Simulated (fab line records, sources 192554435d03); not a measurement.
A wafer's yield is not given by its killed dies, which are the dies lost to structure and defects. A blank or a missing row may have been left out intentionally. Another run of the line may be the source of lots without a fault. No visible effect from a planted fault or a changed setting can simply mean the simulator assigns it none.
Chamber matching / flow n5 finfet / N5_SPACER0_ALD_08 on ald sin-03 has 4 sister chambers
The step deposits SiNx, target thk 2 nm. 24 wafers are shown with their chamber, then 12 later ones without.

WAFERS WITH THEIR CHAMBER
wafer=L074.1; chamber=2; heater power w (W)=901
wafer=L074.2; chamber=1; heater power w (W)=764
wafer=L074.3; chamber=3; heater power w (W)=838
wafer=L075.1; chamber=0; heater power w (W)=920
wafer=L075.5; chamber=3; heater power w (W)=850
wafer=L075.6; chamber=0; heater power w (W)=893
wafer=L077.1; chamber=2; heater power w (W)=884
wafer=L077.5; chamber=1; heater power w (W)=777
wafer=L077.6; chamber=2; heater power w (W)=876
wafer=L082.1; chamber=2; heater power w (W)=887
wafer=L082.4; chamber=0; heater power w (W)=893
wafer=L082.5; chamber=1; heater power w (W)=758
wafer=L085.1; chamber=0; heater power w (W)=898
wafer=L085.4; chamber=1; heater power w (W)=792
wafer=L085.6; chamber=0; heater power w (W)=905
wafer=L090.1; chamber=1; heater power w (W)=762
wafer=L090.2; chamber=0; heater power w (W)=895
wafer=L090.3; chamber=3; heater power w (W)=857
wafer=L092.1; chamber=1; heater power w (W)=765
wafer=L092.2; chamber=2; heater power w (W)=878
wafer=L092.3; chamber=0; heater power w (W)=908
wafer=L094.1; chamber=1; heater power w (W)=754
wafer=L094.4; chamber=3; heater power w (W)=832
wafer=L094.6; chamber=0; heater power w (W)=888

SIGNATURES (averages over the wafers above)
reading=heater power w; chamber 0=900.00; chamber 1=767.43; chamber 2=885.20; chamber 3=844.25; scatter within a chamber=11.3
Rule: for a wafer and a chamber, the distance is found by dividing, reading by reading, the gap between the wafer's reading and the chamber's mean by the reading's scatter, squaring, summing and taking the root. If the next closest chamber is less than 2 further off than the closest, the wafer can't be placed; otherwise it belongs to the closest. The scatter: the root of (the sum of the squares of (reading less its chamber's mean) over the shown wafers, divided by (wafers less chambers)).

WAFERS WITHOUT THEIR CHAMBER
wafer=L095.2; heater power w (W)=841
wafer=L095.3; heater power w (W)=894
wafer=L095.6; heater power w (W)=893
wafer=L096.1; heater power w (W)=907
wafer=L096.2; heater power w (W)=861
wafer=L096.3; heater power w (W)=921
wafer=L096.4; heater power w (W)=755
wafer=L096.5; heater power w (W)=852
wafer=L096.6; heater power w (W)=893
wafer=L097.1; heater power w (W)=759
wafer=L097.4; heater power w (W)=916
wafer=L097.6; heater power w (W)=857

WHICH CHAMBER EACH WENT THROUGH
wafer=L095.2; from the rows above=3; in truth=3
wafer=L095.3; from the rows above=can't be placed: 0 or 2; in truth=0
wafer=L095.6; from the rows above=can't be placed: 0 or 2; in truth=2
wafer=L096.1; from the rows above=can't be placed: 0 or 2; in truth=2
wafer=L096.2; from the rows above=can't be placed: 3 or 2 or 0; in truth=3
wafer=L096.3; from the rows above=can't be placed: 0 or 2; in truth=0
wafer=L096.4; from the rows above=1; in truth=1
wafer=L096.5; from the rows above=3; in truth=3
wafer=L096.6; from the rows above=can't be placed: 0 or 2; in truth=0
wafer=L097.1; from the rows above=1; in truth=1
wafer=L097.4; from the rows above=can't be placed: 0 or 2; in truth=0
wafer=L097.6; from the rows above=can't be placed: 3 or 2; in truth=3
Correct placement for 4 of the 12. From these rows, 8 cannot be placed; in 8 the true chamber is one of the candidates. 0 placed wrongly.
